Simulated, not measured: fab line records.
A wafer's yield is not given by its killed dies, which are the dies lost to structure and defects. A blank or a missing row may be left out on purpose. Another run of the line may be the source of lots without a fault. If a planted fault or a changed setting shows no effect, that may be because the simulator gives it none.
Chamber matching :: flow n5_finfet :: rie_si-02 running N5_DUMMY_GATE_ETCH_32: 4 sister chambers
The step etches SiO2 in CF4, target depth 3.5 nm, time 3.9 s. 7 wafers are shown with their chamber, then 8 later ones without.

== WAFERS WITH THEIR CHAMBER ==
wafer: L078.5
chamber: 0
drypump_motor_current_A (A): 6.2
oes_product_au (a.u.): 0.995

wafer: L080.3
chamber: 0
drypump_motor_current_A (A): 6.3
oes_product_au (a.u.): 1.002

wafer: L083.6
chamber: 1
drypump_motor_current_A (A): 6.2
oes_product_au (a.u.): 1.048

wafer: L085.1
chamber: 2
drypump_motor_current_A (A): 5.6
oes_product_au (a.u.): 1.015

wafer: L085.2
chamber: 3
drypump_motor_current_A (A): 5.8
oes_product_au (a.u.): 0.993

wafer: L085.5
chamber: 3
drypump_motor_current_A (A): 5.8
oes_product_au (a.u.): 0.981

wafer: L088.2
chamber: 1
drypump_motor_current_A (A): 6.2
oes_product_au (a.u.): 1.047

== WAFERS WITH NO CHAMBER GIVEN ==
wafer: L088.4
drypump_motor_current_A (A): 5.6
oes_product_au (a.u.): 1.023

wafer: L088.5
drypump_motor_current_A (A): 5.6
oes_product_au (a.u.): 1.025

wafer: L092.1
drypump_motor_current_A (A): 5.6
oes_product_au (a.u.): 1.021

wafer: L092.3
drypump_motor_current_A (A): 6.3
oes_product_au (a.u.): 0.995

wafer: L092.4
drypump_motor_current_A (A): 5.8
oes_product_au (a.u.): 0.998

wafer: L097.1
drypump_motor_current_A (A): 5.6
oes_product_au (a.u.): 1.017

wafer: L097.5
drypump_motor_current_A (A): 5.8
oes_product_au (a.u.): 1.000

wafer: L097.6
drypump_motor_current_A (A): 6.3
oes_product_au (a.u.): 0.995

== THE CHAMBER EACH PASSED THROUGH ==
wafer: L088.4
from the rows above: 2
in truth: 2

wafer: L088.5
from the rows above: 2
in truth: 2

wafer: L092.1
from the rows above: 2
in truth: 2

wafer: L092.3
from the rows above: 0
in truth: 0

wafer: L092.4
from the rows above: 3
in truth: 3

wafer: L097.1
from the rows above: 2
in truth: 2

wafer: L097.5
from the rows above: 3
in truth: 3

wafer: L097.6
from the rows above: 0
in truth: 0
Placed correctly: 8 of 8. Can't be placed from these rows: 0. Placed wrongly: 0.
How it was worked out, from the rows above alone: a wafer's distance from a chamber is the root of the sum, over the readings, of the square of ((its reading less the chamber's mean) divided by the reading's scatter). If the next closest chamber is less than 2 further off than the closest, the wafer can't be placed; otherwise it belongs to the closest. Each chamber's mean is taken over the wafers shown for it. The scatter: take each reading less its chamber's mean, square it, sum over the shown wafers, divide by the number of wafers less the number of chambers, and take the root.
